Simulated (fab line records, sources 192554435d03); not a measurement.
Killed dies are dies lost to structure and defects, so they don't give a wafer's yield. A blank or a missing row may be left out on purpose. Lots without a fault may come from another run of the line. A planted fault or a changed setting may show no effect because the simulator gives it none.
fab line records | flow n5_finfet
record lots=7 wafers=39
route steps=1938 shown WELL_APT@39 FIN_SAQP@143 FIN_CUT@173 DUMMY_GATE@228
start_h: hours from the record's first day to the start of the lot's first wafer shown | wait_h: hours since the lot's step before | " the same as in the row above | L1.1+2: a row that stands for several wafers | - no value, or no start given | * or withheld: withheld | < > ~ a bound
route shown NAME@n: a module of which the file shows steps, and the number in the route of the first | usual: mean/standard deviation of fault-free wafers | same: alike in all rows | chamber/n: place in a boat | sites: the reading at each site | _std_site: their standard deviation | _edge_site: outer sites' mean less inner sites' | radius_mm: how far each site lies from the wafer's centre | mask NAME#n: copy n | behind: the tool/chamber that last shaped the wafer | hold: why the lot was held/for how many hours/how that ended | device: the transistor (n, p or np) that didn't switch | end of line: the same wafers' tests at the end of the route | a step without rows: its recipe alone | killed: dies lost to structure and defects at the first sort, not the wafer's yield | map: a wafer's dies, x killed, . not, _ none there
set.NAME: the setting as run; set.NAME@STEP: as run at that earlier step | model.NAME: the simulator's own value behind a step, which no gauge read
lots whose settings were changed on purpose; a table a step, a row a wafer
## steps
# step N5_WELL_APT_EXPOSE_22
# recipe mask_id=PWELL na=0.8 source_shape=conventional sigma_outer=0.8 polarization=unpolarized defocus_nm=0 target_cd_nm=200 dose_mj=23.2
# columns lot.wafer tool chamber start_h wait_h mask set.dose_mj
L077.1+3+4 krf_scanner-02 0 32.63 - PWELL#0 23.2
L077.2+5+6 " 0 " " PWELL#0 24.74
L078.1+2+3+4+5+6 krf_scanner-02 0 38.64 - PWELL#0 23.2
L086.1+2+3 krf_scanner-02 0 87.08 - PWELL#0 22.46
L086.4+5+6 " 0 " " PWELL#0 23.2
L088.1+2+5 krf_scanner-01 0 98.61 - PWELL#0 23.2
L092.1+2+3 krf_scanner-02 0 123.06 - PWELL#0 23.2
L092.4+5+6 " 0 " " PWELL#0 21.89
L095.1+2+3+4+5+6 krf_scanner-01 0 140.93 - PWELL#0 23.2
L096.1+3+6 krf_scanner-02 0 146.93 - PWELL#0 21.54
L096.2+4+5 " 0 " " PWELL#0 23.2
# step N5_WELL_APT_PEB_23
# recipe peb_temp_c=130 peb_time_s=90
# step N5_WELL_APT_DEVELOP_24
# recipe develop_time_s=45 rinse_liquid=surfactant_rinse dry=air_spin dev_temp_c=21
# step N5_WELL_APT_HARDBAKE_29
# recipe temp_c=130 time_s=120
# step N5_WELL_APT_CD_MEAS_25
# recipe target_cd_nm=200 landing_energy_ev=500 detector=se_inlens
# usual cd_nm=200.6/1.5
# columns lot.wafer tool chamber start_h wait_h set.dose_mj@WELL_APT_EXPOSE_22 cd_nm
L077.1 cd_sem-01 0 32.80 - 23.2 200.6
L077.2 " 0 " " 24.74 216.4
L077.3 " 0 " " 23.2 202.7
L077.4 " 0 " " 23.2 202.1
L077.5 " 0 " " 24.74 213.8
L077.6 " 0 " " 24.74 214.9
L078.1 cd_sem-02 0 38.81 - 23.2 200.4
L078.2 " 0 " " 23.2 199.8
L078.3 " 0 " " 23.2 200.7
L078.4 " 0 " " 23.2 197.4
L078.5 " 0 " " 23.2 200.7
L078.6 " 0 " " 23.2 198.1
L086.1 cd_sem-01 0 87.25 - 22.46 194.8
L086.2 " 0 " " 22.46 196.2
L086.3 " 0 " " 22.46 195.5
L086.4 " 0 " " 23.2 201.4
L086.5 " 0 " " 23.2 200.6
L086.6 " 0 " " 23.2 200.1
L088.1 cd_sem-02 0 98.78 - 23.2 198.6
L088.2 " 0 " " 23.2 200.4
L088.5 " 0 " " 23.2 199.3
L092.1 cd_sem-03 0 123.23 - 23.2 200.7
L092.2 " 0 " " 23.2 201.6
L092.3 " 0 " " 23.2 200.2
L092.4 " 0 " " 21.89 187.6
L092.5 " 0 " " 21.89 190.3
L092.6 " 0 " " 21.89 191.7
L095.1 cd_sem-01 0 141.10 - 23.2 198.9
L095.2 " 0 " " 23.2 201.6
L095.3 " 0 " " 23.2 199.5
L095.4 " 0 " " 23.2 202.6
L095.5 " 0 " " 23.2 201.4
L095.6 " 0 " " 23.2 202.6
L096.1 cd_sem-03 0 147.11 - 21.54 187.0
L096.2 " 0 " " 23.2 202.6
L096.3 " 0 " " 21.54 186.4
L096.4 " 0 " " 23.2 203.4
L096.5 " 0 " " 23.2 202.1
L096.6 " 0 " " 21.54 187.3
# step N5_WELL_APT_DESCUM_30
# recipe chemistry=O2 time_s=7.9 source_power_w=50 bias_power_w=20 pressure_mtorr=20 rf_frequency_hz=2.712e+07 temp_c=40 o2_flow_sccm=225
# columns lot.wafer tool chamber start_h wait_h set.dose_mj@WELL_APT_EXPOSE_22 model.WELL_APT.cd_nm
L077.1 rie_diel-04 1 32.99 0.1 23.2 200.7
L077.2 " 0 " " 24.74 215.8
L077.3 " 3 " " 23.2 202.8
L077.4 " 2 " " 23.2 202.1
L077.5 " 0 " " 24.74 213.5
L077.6 " 3 " " 24.74 215.5
L078.1+3 rie_diel-01 3,0 38.94 0.1 23.2 200.5
L078.2 " 1 " " 23.2 199.8
L078.4 " 2 " " 23.2 197.4
L078.5 " 3 " " 23.2 200.8
L078.6 " 0 " " 23.2 198.1
L086.1 rie_diel-01 3 87.35 0.0 22.46 195.3
L086.2 " 1 " " 22.46 196.6
L086.3 " 2 " " 22.46 195.4
L086.4 " 0 " " 23.2 201.6
L086.5 " 2 " " 23.2 200.8
L086.6 " 3 " " 23.2 199.9
L088.1 rie_diel-01 1 98.87 0.0 23.2 198.5
L088.2 " 2 " " 23.2 200.3
L088.5 " 3 " " 23.2 199.4
L092.1 rie_diel-06 0 123.32 0.0 23.2 200.8
L092.2 " 1 " " 23.2 201.6
L092.3 " 2 " " 23.2 200.3
L092.4 " 3 " " 21.89 187.4
L092.5 " 2 " " 21.89 190.6
L092.6 " 1 " " 21.89 191.6
L095.1+3 rie_diel-06 2,1 141.19 0.0 23.2 199.3
L095.2 " 3 " " 23.2 201.2
L095.4 " 0 " " 23.2 202.6
L095.5 " 1 " " 23.2 201
L095.6 " 2 " " 23.2 202.7
L096.1 rie_diel-04 3 147.20 0.0 21.54 187
L096.2 " 2 " " 23.2 202.6
L096.3 " 0 " " 21.54 186.5
L096.4 " 1 " " 23.2 203.5
L096.5 " 2 " " 23.2 202.1
L096.6 " 3 " " 21.54 187.6
# step N5_FIN_SAQP_ETCH_34
# recipe chemistry=C4F6/O2 target=SiO2 target_depth_a=450 time_s=15 ion_energy_ev=250 pressure_mtorr=30 source_w=345 bias_w=185 Ar_flow_sccm=300 C4F6_flow_sccm=10 O2_flow_sccm=10 ends=cleared
# usual etch_rf_on_time_s=14.90/0.15
# columns lot.wafer tool chamber start_h wait_h set.source_w etch_rf_on_time_s
L077.1 rie_diel-04 1 43.75 0.0 313.9 15.40
L077.2 " 3 " " 345 14.83
L077.3 " 0 " " 345 14.97
L077.4 " 2 " " 345 14.89
L077.5 " 0 " " 313.9 15.58
L077.6 " 3 " " 313.9 15.23
L078.1 rie_diel-04 2 50.38 0.0 363.5 14.69
L078.2 " 1 " " 363.5 14.64
L078.3 " 0 " " 345 15.22
L078.4 " 3 " " 363.5 14.64
L078.5 " 1 " " 345 15.00
L078.6 " 2 " " 345 15.01
L086.1 rie_diel-06 0 102.48 0.0 345 15.08
L086.2 " 2 " " 345 14.70
L086.3 " 1 " " 345 14.62
L086.4 " 3 " " 345 14.71
L086.5 " 3 " " 345 14.88
L086.6 " 0 " " 345 15.12
L088.1 rie_diel-01 3 109.42 0.0 345 14.92
L088.2 " 0 " " 345 14.84
L088.5 " 3 " " 345 14.86
L092.1 rie_diel-06 1 134.27 0.0 345 14.83
L092.2 " 0 " " 371.6 14.59
L092.3 " 2 " " 345 14.86
L092.4 " 3 " " 371.6 14.42
L092.5 " 3 " " 345 14.81
L092.6 " 0 " " 371.6 14.73
L095.1 rie_diel-01 3 155.01 0.0 370.8 14.43
L095.2 " 2 " " 370.8 14.23
L095.3 " 0 " " 345 14.74
L095.4 " 1 " " 370.8 14.32
L095.5 " 1 " " 345 14.72
L095.6 " 0 " " 345 14.80
L096.1 rie_diel-06 1 157.75 0.0 345 14.94
L096.2 " 3 " " 345 14.92
L096.3 " 2 " " 378.6 14.38
L096.4 " 0 " " 378.6 14.52
L096.5 " 1 " " 378.6 14.44
L096.6 " 0 " " 345 14.96
# step N5_FIN_CUT_CUT_ETCH_26
# recipe chemistry=CH3F/O2 target=SiNx target_depth_a=390 mask_material=SOC time_s=55.7 pressure_mtorr=30 source_w=395 bias_w=73 Ar_flow_sccm=150 CH3F_flow_sccm=30 O2_flow_sccm=20 ion_energy_ev=120
# usual rf_vpp_V=297.1/2.6
# columns lot.wafer tool chamber start_h wait_h set.source_w rf_vpp_V model.etch.depth_nm
L077.1 rie_diel-05 0 45.23 0.0 395 297.5 37.77
L077.2 " 1 " " 463.4 279.0 41.67
L077.3 " 3 " " 463.4 277.0 40.81
L077.4 " 2 " " 395 297.1 38.61
L077.5 " 2 " " 463.4 277.2 40.66
L077.6 " 3 " " 395 299.0 38.71
L078.1 rie_diel-05 1 51.84 0.0 395 298.6 40.28
L078.2 " 3 " " 395 298.7 39.63
L078.3 " 2 " " 395 297.7 39.13
L078.4 " 0 " " 395 296.5 38.67
L078.5 " 1 " " 395 298.6 40.18
L078.6 " 0 " " 395 295.7 38.86
L086.1 rie_diel-05 0 103.93 0.0 395 295.8 38.13
L086.2 " 1 " " 395 300.3 39.85
L086.3 " 2 " " 395 298.2 39.07
L086.4 " 1 " " 395 299.5 39.72
L086.5 " 2 " " 395 299.9 39.57
L086.6 " 0 " " 395 296.4 38.01
L088.1 rie_diel-02 3 110.97 0.0 395 292.2 39.21
L088.2 " 0 " " 395 297.0 38.74
L088.5 " 0 " " 395 298.3 38.57
L092.1 rie_diel-05 3 135.85 0.0 395 300.0 39.12
L092.2 " 0 " " 395 296.5 38.23
L092.3 " 1 " " 415.3 293.2 40.05
L092.4 " 2 " " 415.3 290.7 39.42
L092.5 " 1 " " 415.3 293.6 40.21
L092.6 " 2 " " 395 298.7 38.73
L095.1 rie_diel-02 1 169.71 0.0 366.1 306.2 37.52
L095.2 " 3 " " 366.1 302.8 38.08
L095.3 " 0 " " 366.1 308.5 37.28
L095.4 " 2 " " 395 297.5 39.67
L095.5 " 2 " " 395 297.3 39.84
L095.6 " 3 " " 395 291.2 39
L096.1 rie_diel-02 0 170.28 0.0 458.3 277.6 40.68
L096.2 " 1 " " 395 295.3 38.45
L096.3 " 3 " " 395 290.2 39.2
L096.4 " 2 " " 458.3 277.3 42.03
L096.5 " 1 " " 395 292.7 38.41
L096.6 " 2 " " 458.3 276.0 41.56
# step N5_DUMMY_GATE_EXPOSE_12
# recipe mask_id=GATE na=0.33 source_shape=annular sigma_inner=0.2 sigma_outer=0.6 polarization=unpolarized target_cd_nm=25 dose_mj=34
# columns lot.wafer tool chamber start_h wait_h mask set.dose_mj
L077.1+2+3+4+5+6 euv_scanner-01 0 65.33 - GATE#0 34
L078.1+4+6 euv_scanner-01 0 69.50 - GATE#0 32.83
L078.2+3+5 " 0 " " GATE#0 34
L086.1+3+6 euv_scanner-01 0 123.10 - GATE#0 36.55
L086.2+4+5 " 0 " " GATE#0 34
L088.1+2+5 euv_scanner-02 0 131.12 - GATE#0 34
L092.1+3+4 euv_scanner-02 0 166.75 - GATE#0 34
L092.2+5+6 " 0 " " GATE#0 32.36
L095.1+2+6 euv_scanner-02 0 212.10 - GATE#0 31.71
L095.3+4+5 " 0 " " GATE#0 34
L096.1+4+5 euv_scanner-02 0 212.19 - GATE#0 34
L096.2+3+6 " 0 " " GATE#0 32.14
# step N5_DUMMY_GATE_PEB_13
# recipe peb_temp_c=100 peb_time_s=60 resist=CAR-EUV
# step N5_DUMMY_GATE_DEVELOP_14
# recipe develop_time_s=30 developer=TMAH resist=CAR-EUV rinse_liquid=surfactant_rinse dry=air_spin dev_temp_c=23
# step N5_DUMMY_GATE_CD_MEAS_15
# recipe target_cd_nm=25.8 landing_energy_ev=500 detector=se_inlens
# usual cd_nm=25.05/0.22
# columns lot.wafer tool chamber start_h wait_h set.dose_mj@DUMMY_GATE_EXPOSE_12 cd_nm
L077.1 cd_sem-01 0 65.46 - 34 25.40
L077.2 " 0 " " 34 24.78
L077.3 " 0 " " 34 25.21
L077.4 " 0 " " 34 25.22
L077.5 " 0 " " 34 25.16
L077.6 " 0 " " 34 24.75
L078.1 cd_sem-03 0 69.62 - 32.83 25.76
L078.2 " 0 " " 34 24.77
L078.3 " 0 " " 34 24.69
L078.4 " 0 " " 32.83 25.83
L078.5 " 0 " " 34 24.87
L078.6 " 0 " " 32.83 25.39
L086.1 cd_sem-02 0 123.23 - 36.55 23.72
L086.2 " 0 " " 34 25.24
L086.3 " 0 " " 36.55 23.72
L086.4 " 0 " " 34 25.17
L086.5 " 0 " " 34 24.82
L086.6 " 0 " " 36.55 23.40
L088.1 cd_sem-02 0 131.25 - 34 24.65
L088.2 " 0 " " 34 25.25
L088.5 " 0 " " 34 25.23
L092.1 cd_sem-01 0 166.88 - 34 24.76
L092.2 " 0 " " 32.36 26.05
L092.3 " 0 " " 34 25.04
L092.4 " 0 " " 34 25.13
L092.5 " 0 " " 32.36 25.89
L092.6 " 0 " " 32.36 26.23
L095.1 cd_sem-03 0 212.23 - 31.71 26.79
L095.2 " 0 " " 31.71 26.66
L095.3 " 0 " " 34 25.18
L095.4 " 0 " " 34 25.46
L095.5 " 0 " " 34 24.96
L095.6 " 0 " " 31.71 26.67
L096.1 cd_sem-03 0 212.32 - 34 25.19
L096.2 " 0 " " 32.14 26.28
L096.3 " 0 " " 32.14 26.05
L096.4 " 0 " " 34 25.11
L096.5 " 0 " " 34 25.31
L096.6 " 0 " " 32.14 26.29
# step N5_DUMMY_GATE_STRIP_38
# recipe chemistry=N2/H2 temp_c=40 n2_flow_sccm=200 h2_flow_sccm=200 rf_frequency_hz=6e+07
# step N5_DUMMY_GATE_STRIP_39
# recipe chemistry=N2/H2 temp_c=40 n2_flow_sccm=200 h2_flow_sccm=200 rf_frequency_hz=6e+07
# step N5_DUMMY_GATE_TRIM_49
# recipe chemistry=O2 resist=SOC time_s=29 target_cd_nm=14 source_power_w=300 bias_power_w=0 O2_flow_sccm=100 temp_c=20
# columns lot.wafer tool chamber start_h wait_h set.dose_mj@DUMMY_GATE_EXPOSE_12 model.DUMMY_GATE.cd_nm
L077.1+2+6 rie_si-03 2,3,3 65.82 0.0 34 14.2
L077.3+4 " 0,1 " " 34 14
L077.5 " 0 " " 34 13.8
L078.1+4 rie_si-05 0,3 69.98 0.0 32.83 14.4
L078.2+3 " 2,1 " " 34 14
L078.5 " 1 " " 34 13.8
L078.6 " 2 " " 32.83 14.6
L086.1 rie_si-06 2 123.76 0.0 36.55 12.6
L086.2 " 0 " " 34 14.2
L086.3+6 " 1,2 " " 36.55 12.4
L086.4+5 " 3,1 " " 34 13.8
L088.1 rie_si-05 3 131.68 0.0 34 14.2
L088.2+5 " 2 " " 34 14
L092.1+3 rie_si-06 1,3 168.74 0.0 34 13.8
L092.2+5+6 " 2,1,2 " " 32.36 14.8
L092.4 " 0 " " 34 14
L095.1+6 rie_si-06 2,3 213.00 0.0 31.71 15.2
L095.2 " 3 " " 31.71 15
L095.3+4 " 0 " " 34 14.2
L095.5 " 2 " " 34 14
L096.1+4 rie_si-03 0,3 213.32 0.0 34 14
L096.2+6 " 1,0 " " 32.14 15.2
L096.3 " 2 " " 32.14 15.4
L096.5 " 1 " " 34 14.2
# step N5_DUMMY_GATE_STRIP_40
# recipe chemistry=CF4 resist=SiARC power_w=300 bias_power_w=75 pressure_mtorr=50 cf4_flow_sccm=150 rf_frequency_hz=6e+07
# step N5_DUMMY_GATE_CD_MEAS_50
# recipe target_cd_nm=14
# usual cd_nm=14.0/0.33
# columns lot.wafer tool chamber start_h wait_h set.dose_mj@DUMMY_GATE_EXPOSE_12 cd_nm
L077.1 cd_sem-01 - 65.96 0.0 34 14.1
L077.2 " - " " 34 14.1
L077.3 " - " " 34 14.0
L077.4 " - " " 34 13.9
L077.5 " - " " 34 13.8
L077.6 " - " " 34 14.4
L078.1 cd_sem-03 - 70.13 0.0 32.83 14.2
L078.2 " - " " 34 14.3
L078.3 " - " " 34 13.8
L078.4 " - " " 32.83 14.1
L078.5 " - " " 34 13.8
L078.6 " - " " 32.83 14.6
L086.1 cd_sem-03 - 123.91 0.0 36.55 12.6
L086.2 " - " " 34 14.1
L086.3 " - " " 36.55 12.6
L086.4 " - " " 34 14.2
L086.5 " - " " 34 13.5
L086.6 " - " " 36.55 12.5
L088.1 cd_sem-03 - 131.82 0.0 34 14.2
L088.2 " - " " 34 14.2
L088.5 " - " " 34 13.8
L092.1 cd_sem-02 - 168.96 0.0 34 13.6
L092.2 " - " " 32.36 15.0
L092.3 " - " " 34 13.8
L092.4 " - " " 34 13.8
L092.5 " - " " 32.36 14.9
L092.6 " - " " 32.36 15.1
L095.1 cd_sem-02 - 213.19 0.0 31.71 15.1
L095.2 " - " " 31.71 15.0
L095.3 " - " " 34 14.2
L095.4 " - " " 34 14.1
L095.5 " - " " 34 14.0
L095.6 " - " " 31.71 15.1
L096.1 cd_sem-03 - 213.55 0.0 34 14.1
L096.2 " - " " 32.14 15.4
L096.3 " - " " 32.14 14.7
L096.4 " - " " 34 14.5
L096.5 " - " " 34 14.3
L096.6 " - " " 32.14 15.4
# step N5_DUMMY_GATE_ETCH_31
# recipe chemistry=C4F6/O2 target=SiO2 mask_material=SOC target_depth_a=825 time_s=27.5 ion_energy_ev=250 pressure_mtorr=30 source_w=345 bias_w=185 Ar_flow_sccm=300 C4F6_flow_sccm=10 O2_flow_sccm=10
# step N5_DUMMY_GATE_STRIP_41
# recipe chemistry=O2 power_w=400 temp_c=40 pressure_mtorr=30 rf_frequency_hz=6e+07 bias_power_w=0 overash_fraction=0.3 o2_flow_sccm=225
# step N5_DUMMY_GATE_ETCH_32
# recipe chemistry=CF4 target=SiO2 target_depth_a=35 time_s=3.9 ion_energy_ev=350 pressure_mtorr=10 icp_w=800 bias_w=400 cf4_flow_sccm=80
# step N5_DUMMY_GATE_ETCH_23
# recipe chemistry=HBr/Cl2/O2 HBr_flow_sccm=150 Cl2_flow_sccm=80 O2_flow_sccm=12 bias_w=102 target_depth_a=410 time_s=22.3 target=poly-Si mask_material=SiO2 pressure_mtorr=10 icp_w=800
# step N5_DUMMY_GATE_ETCH_44
# recipe chemistry=HBr/O2 over_etch_frac=0.7 target_depth_a=1275 stop_on=SiO2 ion_energy_ev=60 bias_w=20 target=poly-Si mask_material=SiO2 pressure_mtorr=20 icp_w=400 HBr_flow_sccm=120 O2_flow_sccm=10
# columns lot.wafer tool chamber start_h wait_h set.dose_mj@DUMMY_GATE_EXPOSE_12 model.DUMMY_GATE.cd_nm
L077.1+6 rie_si-06 3 66.35 0.0 34 15.4
L077.2+3 " 2,1 " " 34 15.2
L077.4+5 " 0,2 " " 34 15
L078.1+4+6 rie_si-03 0,1,0 70.52 0.0 32.83 15.6
L078.2 " 2 " " 34 15.2
L078.3 " 3 " " 34 15
L078.5 " 1 " " 34 14.8
L086.1 rie_si-06 2 124.29 0.0 36.55 13.6
L086.2 " 0 " " 34 15.4
L086.3+6 " 1,0 " " 36.55 13.4
L086.4 " 3 " " 34 14.6
L086.5 " 1 " " 34 14.8
L088.1 rie_si-03 0 132.21 0.0 34 15.2
L088.2 " 2 " " 34 15
L088.5 " 3 " " 34 14.8
L092.1 rie_si-05 1 169.38 0.0 34 14.6
L092.2+6 " 2,1 " " 32.36 15.8
L092.3 " 3 " " 34 14.8
L092.4 " 3 " " 34 15
L092.5 " 2 " " 32.36 16
L095.1+2 rie_si-05 3,0 213.61 0.0 31.71 16.2
L095.3+4 " 1,2 " " 34 15.2
L095.5 " 1 " " 34 15
L095.6 " 2 " " 31.71 16.4
L096.1+4 rie_si-03 1,2 214.07 0.0 34 15
L096.2+6 " 3,0 " " 32.14 16.4
L096.3 " 0 " " 32.14 16.6
L096.5 " 3 " " 34 15.2
# step N5_DUMMY_GATE_CD_MEAS_24
# recipe target_cd_nm=15
# usual cd_nm=15.0/0.35
# columns lot.wafer tool chamber start_h wait_h set.dose_mj@DUMMY_GATE_EXPOSE_12 cd_nm
L077.1 cd_sem-03 - 66.46 0.1 34 14.8
L077.2 " - " " 34 15.2
L077.3 " - " " 34 14.9
L077.4 " - " " 34 15.1
L077.5 " - " " 34 14.8
L077.6 " - " " 34 15.4
L078.1 cd_sem-01 - 70.63 0.1 32.83 15.8
L078.2 " - " " 34 14.7
L078.3 " - " " 34 15.0
L078.4 " - " " 32.83 15.1
L078.5 " - " " 34 15.0
L078.6 " - " " 32.83 15.8
L086.1 cd_sem-02 - 124.40 0.1 36.55 13.5
L086.2 " - " " 34 15.6
L086.3 " - " " 36.55 13.5
L086.4 " - " " 34 14.2
L086.5 " - " " 34 15.0
L086.6 " - " " 36.55 13.4
L088.1 cd_sem-02 - 132.33 0.1 34 15.3
L088.2 " - " " 34 14.9
L088.5 " - " " 34 14.5
L092.1 cd_sem-01 - 169.49 0.1 34 15.0
L092.2 " - " " 32.36 16.2
L092.3 " - " " 34 14.4
L092.4 " - " " 34 15.0
L092.5 " - " " 32.36 15.9
L092.6 " - " " 32.36 15.9
L095.1 cd_sem-03 - 213.72 0.1 31.71 16.2
L095.2 " - " " 31.71 15.8
L095.3 " - " " 34 15.2
L095.4 " - " " 34 15.3
L095.5 " - " " 34 14.6
L095.6 " - " " 31.71 16.3
L096.1 cd_sem-03 - 214.18 0.1 34 14.6
L096.2 " - " " 32.14 16.2
L096.3 " - " " 32.14 16.7
L096.4 " - " " 34 15.1
L096.5 " - " " 34 15.1
L096.6 " - " " 32.14 16.3
# step N5_DUMMY_GATE_ETCH_42
# recipe chemistry=CHF3/O2 target=SiO2 target_depth_a=35 time_s=31 ion_energy_ev=30 bias_w=12 pressure_mtorr=30 source_w=600 Ar_flow_sccm=200 CHF3_flow_sccm=50 O2_flow_sccm=5
# columns lot.wafer tool chamber start_h wait_h set.dose_mj@DUMMY_GATE_EXPOSE_12 model.DUMMY_GATE.cd_nm
L077.1+6 rie_diel-02 2,1 66.61 0.1 34 15.4
L077.2+3 " 0,3 " " 34 15.2
L077.4+5 " 1,2 " " 34 15
L078.1+4+6 rie_diel-03 1,2,1 70.68 0.0 32.83 15.6
L078.2 " 3 " " 34 15.2
L078.3 " 0 " " 34 15
L078.5 " 0 " " 34 14.8
L086.1 rie_diel-02 2 124.45 0.0 36.55 13.8
L086.2 " 1 " " 34 15.4
L086.3+6 " 3,2 " " 36.55 13.4
L086.4 " 0 " " 34 14.6
L086.5 " 1 " " 34 14.8
L088.1 rie_diel-02 2 132.38 0.0 34 15.2
L088.2 " 3 " " 34 15
L088.5 " 3 " " 34 14.6
L092.1 rie_diel-03 0 169.84 0.3 34 14.6
L092.2+6 " 3,0 " " 32.36 15.8
L092.3 " 2 " " 34 14.8
L092.4 " 1 " " 34 15
L092.5 " 1 " " 32.36 16
L095.1 rie_diel-02 3 213.98 0.3 31.71 16.2
L095.2 " 1 " " 31.71 16
L095.3+4 " 2,0 " " 34 15.2
L095.5 " 3 " " 34 14.8
L095.6 " 2 " " 31.71 16.4
L096.1 rie_diel-05 3 214.37 0.2 34 15
L096.2+6 " 0 " " 32.14 16.4
L096.3 " 2 " " 32.14 16.6
L096.4 " 2 " " 34 15.2
L096.5 " 3 " " 34 15.4
## key
split step=N5_WELL_APT_EXPOSE_22 setting=dose_mj stated=23.2 by=wafer
response step=N5_WELL_APT_CD_MEAS_25 reading=cd_nm change=+2.04 per=1% r=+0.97
response step=N5_WELL_APT_DESCUM_30 reading=model.WELL_APT.cd_nm change=+2.02 per=1% r=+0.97
split step=N5_FIN_SAQP_ETCH_34 setting=source_w stated=345 by=wafer
response step=N5_FIN_SAQP_ETCH_34 reading=etch_rf_on_time_s change=* per=1% r=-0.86
split step=N5_FIN_CUT_CUT_ETCH_26 setting=source_w stated=395 by=wafer
response step=N5_FIN_CUT_CUT_ETCH_26 reading=rf_vpp_V change=-1.11 per=1% r=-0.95
response step=N5_FIN_CUT_CUT_ETCH_26 reading=model.etch.depth_nm change=+0.173 per=1% r=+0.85
split step=N5_DUMMY_GATE_EXPOSE_12 setting=dose_mj stated=34 by=wafer
response step=N5_DUMMY_GATE_CD_MEAS_15 reading=cd_nm change=-0.209 per=1% r=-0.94
response step=N5_DUMMY_GATE_TRIM_49 reading=model.DUMMY_GATE.cd_nm change=-0.184 per=1% r=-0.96
response step=N5_DUMMY_GATE_CD_MEAS_50 reading=cd_nm change=-0.174 per=1% r=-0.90
response step=N5_DUMMY_GATE_ETCH_44 reading=model.DUMMY_GATE.cd_nm change=-0.201 per=1% r=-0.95
response step=N5_DUMMY_GATE_CD_MEAS_24 reading=cd_nm change=-0.206 per=1% r=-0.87
response step=N5_DUMMY_GATE_ETCH_42 reading=model.DUMMY_GATE.cd_nm change=-0.194 per=1% r=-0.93
